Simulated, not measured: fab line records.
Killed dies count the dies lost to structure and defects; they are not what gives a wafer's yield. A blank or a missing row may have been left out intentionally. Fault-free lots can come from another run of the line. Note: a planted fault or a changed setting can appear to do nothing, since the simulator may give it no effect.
Problem report, 8D (eight disciplines) form, completed by code || flow n5_finfet || the parts of the form that need people (team, actions taken, sign-off) are left out

## 1. PROBLEM STATEMENT
thk_nm at N5_BEOL_M0_SAQP_THK_MEAS_05 reads a mean of 112.5 nm on 4 wafers of 2 lots; wafers without a fault read 60.3 nm with a standard deviation of 1. Relative to the usual mean, that is a shift of +52 standard deviations.
Seen first at day 9 11:08 on film_metro-02, wafer L679.5. Wafers with a number at this step in the record: 24, from 8 lots. Rule for "out" (also "out of limits"): further than 4 standard deviations from the usual mean. All remaining wafers that have a number are taken as sound.

## 2. WHAT THIS IS AND IS NOT
{"question": "which readings at this step", "is": "thk_nm", "is not": "-"}
{"question": "which lots", "is": "L679, L680", "is not": "L664, L668, L669, L670, L672, L675"}
{"question": "which wafers of those lots", "is": "L679.5, L679.6, L680.2, L680.6", "is not": "L679.4, L680.4"}
{"question": "read on which gauges", "is": "film_metro-01, film_metro-02", "is not": "-"}
{"question": "when", "is": "from day 9 11:08", "is not": "up to then (19 sound wafers); but 1 sound wafer of L680 came after"}

## 3. WHAT RULES OUT EACH SUSPECT
Counting: any tool at a process step up to the reading remains a suspect provided it ran every lot that is out. Sound lots after the first of them don't rule it out here, since some wafers of a struck lot are sound.
- the gauge at N5_BEOL_M0_SAQP_THK_MEAS_05 has been ruled out. Those wafers that are out were read across 2 gauges (film_metro-01, film_metro-02).
- rie_diel-04 at N5_MOL_CONTACT_COAG_ETCH_65 (etches underlayer in N2/H2, target depth 13 nm, time 10.4 s): kept. Ran every lot that is out, first one L679 (day 9 04:46); last sound lot up to then L672 (day 7 16:01).
- plasma_asher-01 at N5_MOL_CONTACT_COAG_STRIP_49 (strips in N2/H2, time 30 s): kept. Ran every lot that is out, first one L679 (day 9 05:26); last sound lot up to then L675 (day 8 07:01).
- pecvd-04 at N5_BEOL_M0_SAQP_PECVD_04 (deposits a-Si from SiH4/He, target thk 60 nm, time 60.2 s): kept. Ran every lot that is out, first one L679 (day 9 11:04); last sound lot up to then L672 (day 7 21:35).
rie_diel-04 at N5_MOL_CONTACT_COAG_ETCH_65, plasma_asher-01 at N5_MOL_CONTACT_COAG_STRIP_49 and pecvd-04 at N5_BEOL_M0_SAQP_PECVD_04 are what is left after counting.

## 4. THE CAUSE (what the simulator had put in)
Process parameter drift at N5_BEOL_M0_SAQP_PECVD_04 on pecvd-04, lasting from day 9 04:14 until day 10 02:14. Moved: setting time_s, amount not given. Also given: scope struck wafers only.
3 suspects survive the count, and this tool is in that group.

## 5. THE CHAIN OF EFFECTS, in route order
Each row: a reading whose mean over the struck wafers that have a number lies more than 3 standard deviations from the usual. Scope: only readings with a usual standard deviation given in the record; hours: median across lots of the time from each lot's start at the first step in this table that gives one to its start at this step; sigmas: change in usual standard deviations.
{"hours": 0, "step": "N5_BEOL_M0_SAQP_THK_MEAS_05", "reading": "thk_nm", "usual": "60.3 nm", "on struck wafers": 112.5, "change": "+52.2", "sigmas": "+52"}
{"hours": 1, "step": "N5_BEOL_M0_SAQP_MANDREL_ETCH_20", "reading": "oes_product_au", "usual": "0.781 a.u.", "on struck wafers": 1.028, "change": "+0.247", "sigmas": "+18"}
{"hours": 5, "step": "N5_BEOL_M0_SAQP_INSPECT_42", "reading": "raw_defect_count", "usual": 312, "on struck wafers": 2093, "change": "+1781", "sigmas": "+23"}
{"hours": 170, "step": "N5_PASSIVATION_PROBE_49", "reading": "defect_limited_yield", "usual": "91.3 %", "on struck wafers": 0.0, "change": -91.3, "sigmas": -61}
{"hours": 170, "step": "N5_PASSIVATION_PROBE_49", "reading": "killed_at_M0_to_M3", "usual": 35, "on struck wafers": 1117, "change": "+1082", "sigmas": "+99 or more"}
{"hours": 170, "step": "N5_PASSIVATION_PROBE_49", "reading": "killed_dies", "usual": 103, "on struck wafers": 1180, "change": "+1077", "sigmas": "+60"}
{"hours": 170, "step": "N5_PASSIVATION_PROBE_49", "reading": "killed_on_rim", "usual": 14, "on struck wafers": 152, "change": "+138", "sigmas": "+31"}
{"hours": 170, "step": "N5_PASSIVATION_PROBE_49", "reading": "sort_bin_5_function", "usual": "5.1 %", "on struck wafers": 96.7, "change": "+91.6", "sigmas": "+92"}
{"hours": 170, "step": "N5_PASSIVATION_PROBE_49", "reading": "sort_n_pass", "usual": 1077, "on struck wafers": 0, "change": -1077, "sigmas": -60}
{"hours": 170, "step": "N5_PASSIVATION_PROBE_49", "reading": "sort_yield_pct", "usual": "91.2 %", "on struck wafers": 0.0, "change": -91.2, "sigmas": -61}
Process steps it contains:
- N5_BEOL_M0_SAQP_MANDREL_ETCH_20: etches a-Si in HBr/Cl2, stops on SiNx, target depth 60 nm, bt time 10 s, time 30 s.
- N5_PASSIVATION_PROBE_49

## 6. HOW IT WOULD HAVE BEEN CAUGHT EARLIER
In this record the first reading out of limits at a measuring or inspecting step was taken at day 9 11:08, 7 hours after the fault began at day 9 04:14.
An alarm limit of 4 standard deviations would not have fired on the tool readings at N5_BEOL_M0_SAQP_PECVD_04 for which the record gives a usual standard deviation, since none of them was out on any struck wafer.
L680, from the lots that are out (2), started N5_BEOL_M0_SAQP_PECVD_04 on pecvd-04 later than day 9 11:08. Had the tool been put on hold then, it would have been spared.
